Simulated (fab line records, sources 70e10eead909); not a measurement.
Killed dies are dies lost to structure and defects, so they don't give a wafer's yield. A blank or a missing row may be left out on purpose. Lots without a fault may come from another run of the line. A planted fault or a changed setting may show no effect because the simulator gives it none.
A struck lot beside a sound one | flow nand_harc | 22 steps out of a route of 1302
Sound: wafers L112.2, L112.3, L112.6. Struck: wafers L120.1, L120.3, L120.6. The cause comes at the end.
At each step with rows: each side's tool, then ch and its chambers, then its first start. Under that, the readings that differ: sound wafers | struck wafers | difference of the means | sigmas: that difference in standard deviations of wafers without a fault.
alike: readings whose means differ by less than 2 such deviations, and words and numbers that are the same on both sides. not compared: withheld readings, readings that some wafer has no value for, bounds like >300 that may hide the same value, and numbers for which the record gives no deviation and whose values overlap.
The two part at a step that has a row with sigmas, a row that says differs or no value, or rows on one side only. Numbers that don't overlap but have no deviation are shown without sigmas and don't part them. A reading that every wafer of one side lacks parts them only if that side has two wafers or more.

NHARC_A_CONTACT_CMP_20: polishes, t overpolish 30 s, target thk 300 nm.
  sound on cmp-01 ch 0,1, day 23 14:33; struck on cmp-01 ch 0,3, day 27 02:19
  alike: motor_current_A, overpolish_run_s, retaining_ring_pressure_frac, slurry_flow_ml_min, time_to_endpoint_s
then, 1 step without rows for these wafers: NHARC_A_CONTACT_SRD_22.
NHARC_A_CONTACT_INSPECT_23:
  sound on defect_inspect-02, day 23 14:57; struck on defect_inspect-01, day 27 02:43
  alike: raw_defect_count
then, 8 steps without rows for these wafers: NHARC_A_BLC_DEHYDRATE_00 (time 120 s); NHARC_A_BLC_HMDS_01 (time 30 s); NHARC_A_BLC_COAT_02 (time 75 s); NHARC_A_BLC_COAT_03 (time 65 s); NHARC_A_BLC_COAT_04 (resist thk 90 nm); NHARC_A_BLC_SOFTBAKE_05 (time 55 s); NHARC_A_BLC_EBR_06; NHARC_A_BLC_EXPOSE_07 (exposes mask A BLC, target cd 100 nm).
NHARC_A_BLC_PEB_08: peb time 65 s.
  sound on litho_track-01 ch 0, day 23 15:23; struck on litho_track-01 ch 0, day 27 03:09
  reading                  | sound             | struck            | difference | sigmas
  heater_power_total_W (W) | 156.0 156.7 156.8 | 152.8 152.3 153.0 | -3.8       | -9
  plate_temp_C (C)         | 99.89 99.86 99.91 | 97.98 98.09 98.08 | -1.84      | -15
  resist_line_temp_C (C)   | 22.93 22.83 22.96 | 23.04 23.13 23.19 | +0.21      | +2
then, 1 step without rows for these wafers: NHARC_A_BLC_DEVELOP_09 (develop time 35 s).
NHARC_A_BLC_CD_MEAS_10: target cd 100 nm.
  sound on cd_sem-02 ch 0, day 23 15:28; struck on cd_sem-01 ch 0, day 27 03:13
  reading    | sound          | struck         | difference | sigmas
  cd_nm (nm) | 99.5 98.8 99.7 | 92.8 92.8 92.9 | -6.5       | -12
NHARC_A_BLC_OVL_MEAS_11:
  sound on overlay-02, day 23 15:33; struck on overlay-01, day 27 03:19
  reading           | sound       | struck         | difference | sigmas
  overlay_x_nm (nm) | 0.6 0.9 1.2 | -1.6 -2.1 -1.9 | -2.8       | -3
  alike: overlay_y_nm
NHARC_A_BLC_INSPECT_12:
  sound on defect_inspect-02, day 23 15:36; struck on defect_inspect-01, day 27 03:21
  alike: raw_defect_count
NHARC_A_BLC_DESCUM_15: chemistry O2, time 3 s.
  sound on rie_diel-09 ch 2,3, day 23 15:40; struck on rie_diel-04 ch 0,3, day 27 03:25
  reading                | sound            | struck            | difference | sigmas
  model.A_BLC.cd_nm (nm) | 99.51 99.2 100.1 | 92.26 92.24 92.55 | -7.25      |
  alike: drypump_motor_current_A, o2_flow_sccm, oes_product_au, rf_vpp_V, showerhead_plenum_p_Torr, throttle_valve_pct
  not compared: rf_hours_counter_h
NHARC_A_BLC_ETCH_16: etches the open film in CF4, target depth 39 nm, time 65 s.
  sound on rie_diel-09 ch 1,3, day 23 15:45; struck on rie_diel-04 ch 0,2,3, day 27 03:32
  alike: drypump_motor_current_A, oes_product_au, rf_vpp_V, showerhead_plenum_p_Torr, throttle_valve_pct
  not compared: rf_hours_counter_h
NHARC_A_BLC_ETCH_17: etches the open film in N2/H2, target depth 390 nm, time 609.38 s.
  sound on rie_diel-09 ch 1,2; struck on rie_diel-04 ch 0,3
  alike: drypump_motor_current_A, oes_product_au, rf_vpp_V, showerhead_plenum_p_Torr, throttle_valve_pct
  not compared: rf_hours_counter_h
NHARC_A_BLC_ETCH_18: etches the open film in C4F8/O2/Ar, target depth 910 nm.
  sound on rie_diel-09 ch 0,1,2; struck on rie_diel-04 ch 0,2,3
  reading                | sound            | struck            | difference | sigmas
  model.A_BLC.cd_nm (nm) | 98.5 99.22 96.81 | 95.31 94.71 95.85 | -2.89      |
  alike: oes_product_au, rf_vpp_V
  not compared: rf_hours_counter_h
NHARC_A_BLC_CD_MEAS_19:
  sound on cd_sem-01, day 23 16:38; struck on cd_sem-03, day 27 04:34
  alike: cd_nm
then, 1 step without rows for these wafers: NHARC_END_SORT_01.

WHERE THEY PART
First at NHARC_A_BLC_PEB_08; last, within this record, at NHARC_A_BLC_OVL_MEAS_11. Later steps at which nothing parts them and some readings are alike: NHARC_A_BLC_INSPECT_12, NHARC_A_BLC_DESCUM_15, NHARC_A_BLC_ETCH_16, NHARC_A_BLC_ETCH_17, NHARC_A_BLC_ETCH_18, NHARC_A_BLC_CD_MEAS_19.

WHY: what the simulator had put in
Process parameter drift: litho_track-01, from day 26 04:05 on, at NHARC_A_BLC_PEB_08. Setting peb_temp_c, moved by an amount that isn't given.
